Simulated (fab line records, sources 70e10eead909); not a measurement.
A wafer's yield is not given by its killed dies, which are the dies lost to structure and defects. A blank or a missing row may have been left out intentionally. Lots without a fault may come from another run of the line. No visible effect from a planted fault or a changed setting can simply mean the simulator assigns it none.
Matching of chambers | flow nand-harc | cmp-02 running NHARC_A_STAIRCASE_CMP_472: 4 sister chambers
The step polishes SiO2. 24 wafers are shown with their chamber, then 12 later ones without.

== WAFERS PAIRED WITH THEIR CHAMBERS ==
wafer  | chamber | motor-current-A (A) | retaining-ring-pressure-frac
L074.1 | 3       | 12.2                | 0.998
L074.3 | 2       | 10.8                | 1.002
L074.6 | 0       | 11.6                | 1.006
L077.2 | 0       | 11.1                | 1.003
L077.4 | 1       | 13.0                | 0.992
L077.6 | 3       | 11.9                | 1.001
L079.1 | 0       | 11.3                | 1.003
L079.4 | 3       | 12.4                | 0.998
L079.6 | 2       | 11.6                | 1.002
L078.1 | 0       | 11.3                | 1.009
L078.4 | 1       | 12.9                | 0.994
L078.6 | 3       | 11.6                | 1.000
L080.1 | 2       | 11.1                | 1.006
L080.2 | 3       | 11.5                | 1.003
L080.6 | 2       | 11.3                | 1.001
L085.2 | 2       | 11.1                | 0.991
L085.4 | 3       | 11.6                | 1.009
L085.6 | 3       | 11.6                | 0.998
L084.1 | 0       | 11.0                | 0.997
L084.5 | 3       | 11.9                | 0.993
L084.6 | 0       | 11.2                | 1.007
L087.3 | 1       | 13.3                | 0.997
L087.4 | 2       | 11.4                | 1.002
L087.5 | 3       | 12.5                | 0.992

SIGNATURES (means of the wafers above)
reading                      | chamber 0 | chamber 1 | chamber 2 | chamber 3 | scatter within a chamber
motor-current-A              | 11.250    | 13.067    | 11.217    | 11.911    | 0.302
retaining-ring-pressure-frac | 1.00417   | 0.99433   | 1.00067   | 0.99911   | 0.00468
Rule: a wafer lies at a distance from a chamber equal to the root of the sum of squares, over the readings, of (its reading less the chamber's mean, divided by the reading's scatter). The wafer belongs to the nearest chamber; if the next one is less than 2 further off, it can't be placed. The scatter: the root of (the sum of the squares of (reading less its chamber's mean) over the shown wafers, divided by (wafers less chambers)).

== WAFERS WITHOUT THEIR CHAMBER ==
wafer  | motor-current-A (A) | retaining-ring-pressure-frac
L090.2 | 11.5                | 0.996
L090.4 | 13.0                | 0.998
L090.5 | 11.9                | 0.995
L092.1 | 10.8                | 0.995
L092.4 | 11.6                | 0.997
L092.5 | 13.3                | 0.992
L093.1 | 10.9                | 0.994
L093.2 | 12.0                | 0.991
L093.5 | 12.0                | 1.000
L096.1 | 11.4                | 0.996
L096.3 | 11.1                | 0.989
L096.5 | 12.1                | 1.002

== THE CHAMBER EACH PASSED THROUGH ==
wafer  | from the rows above               | in truth
L090.2 | can't be placed: 2 or 3 or 0      | 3
L090.4 | 1                                 | 1
L090.5 | can't be placed: 3 or 2           | 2
L092.1 | can't be placed: 2 or 0 or 3      | 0
L092.4 | can't be placed: 3 or 2 or 0      | 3
L092.5 | 1                                 | 1
L093.1 | can't be placed: 2 or 0 or 3      | 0
L093.2 | can't be placed: 3 or 2 or 1 or 0 | 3
L093.5 | 3                                 | 3
L096.1 | can't be placed: 2 or 0 or 3      | 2
L096.3 | can't be placed: 2 or 0 or 3      | 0
L096.5 | can't be placed: 3 or 0           | 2
3 of 12 placed correctly. From these rows, 9 cannot be placed; in 8 the true chamber is one of the candidates. Wrongly placed: 0.
